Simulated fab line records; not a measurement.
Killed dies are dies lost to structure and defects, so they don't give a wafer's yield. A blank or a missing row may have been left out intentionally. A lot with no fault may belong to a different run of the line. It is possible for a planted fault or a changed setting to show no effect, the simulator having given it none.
8D (eight disciplines) problem report, filled in by code + flow n5-finfet + the parts of the form that need people (team, actions taken, sign-off) are left out

== 1. PROBLEM STATEMENT ==
N5_BEOL_M6_CVD_78, run-length-s: mean 167.9 s over 1 wafer from 1 lot; wafers with no fault: 165.5 s, standard deviation 0.59. Measured from the usual mean, that is +4.1 standard deviations.
The step: deposits Co from CCTBA/H2, target thk 2 nm, time 142.3 s.
Seen first at day 13 08:29 on cvd-co-01, wafer L878.1. The record has a number at this step for 13 wafers belonging to 5 lots. Rule for "out", or "out of limits": more than 4 standard deviations from the usual mean. The rest of the wafers with a number are treated as sound.

== 2. WHAT IT IS AND WHAT IT IS NOT ==
| question                    | is                     | is not                                                             |
|-----------------------------|------------------------|--------------------------------------------------------------------|
| which readings at this step | run-length-s           | -                                                                  |
| which lots                  | L878                   | L866, L869, L877, L882                                             |
| which wafers of those lots  | all that have a number | -                                                                  |
| read on which tools         | cvd-co-01              | cvd-co-02                                                          |
| when                        | from day 13 08:29      | up to then (9 sound wafers); but 3 sound wafers of L882 came after |

== 3. WHAT RULES OUT EACH SUSPECT ==
Counting: a tool at any process step up to the reading remains a suspect when it ran all the lots that are out and ran no sound lot after the first of those.
- uv-cure-03 at N5_BEOL_M6_CURE_75 (cures SiCOH lowk, time 120 s): kept. It ran the lot that is out, L878 (day 13 07:04), and no sound lot after that; its last sound lot up to then is L869 (day 10 20:55).
- pvd-sputter-03 at N5_BEOL_M6_DEGAS_44 (time 60 s): ruled out as a lasting fault. Following L878 (day 13 07:44), the first lot on it that is out, the sound lots L882 were run on it.
- pvd-sputter-03 at N5_BEOL_M6_PRE_CLEAN_45 (time 30 s): ruled out as a lasting fault. Following L878 (day 13 07:46), the first lot on it that is out, the sound lots L882 were run on it.
- pvd-sputter-02 at N5_BEOL_M6_SURFACE_TREAT_79: kept. It ran the lot that is out, L878 (day 13 08:24), and no sound lot after that.
- cvd-co-01 at N5_BEOL_M6_CVD_78 (deposits Co from CCTBA/H2, target thk 2 nm, time 142.3 s): kept. It ran the lot that is out, L878 (day 13 08:29), and no sound lot after that; its last sound lot up to then is L869 (day 10 22:04). Its own run-length-s readings are out on those wafers.
Still standing after the count: uv-cure-03 at N5_BEOL_M6_CURE_75, pvd-sputter-02 at N5_BEOL_M6_SURFACE_TREAT_79, cvd-co-01 at N5_BEOL_M6_CVD_78.

== 4. THE CAUSE (what the simulator had put in) ==
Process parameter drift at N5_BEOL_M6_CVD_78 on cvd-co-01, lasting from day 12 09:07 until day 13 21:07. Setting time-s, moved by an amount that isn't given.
3 suspects survive the count, and this tool is in that group.

== 5. THE CHAIN OF EFFECTS, in route order ==
Each row: a reading whose mean over the struck wafers that have a number lies more than 3 standard deviations from the usual. Only readings for which the record gives a usual standard deviation are gone through. hours: the time from each lot's start at the first step in this table that gives one to its start at this step, as a median over the lots. sigmas: the change in usual standard deviations.
| hours | step              | reading      | usual   | on struck wafers | change | sigmas |
|-------|-------------------|--------------|---------|------------------|--------|--------|
| 0     | N5_BEOL_M6_CVD_78 | run-length-s | 165.5 s | 167.9            | +2.4   | +4.1   |
Its process steps:
- N5_BEOL_M6_CVD_78: deposits Co from CCTBA/H2, target thk 2 nm, time 142.3 s.

== 6. WHAT WOULD HAVE CAUGHT IT SOONER ==
In this record no reading fell out of limits until day 13 08:29, 23 hours after the fault had begun at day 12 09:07.
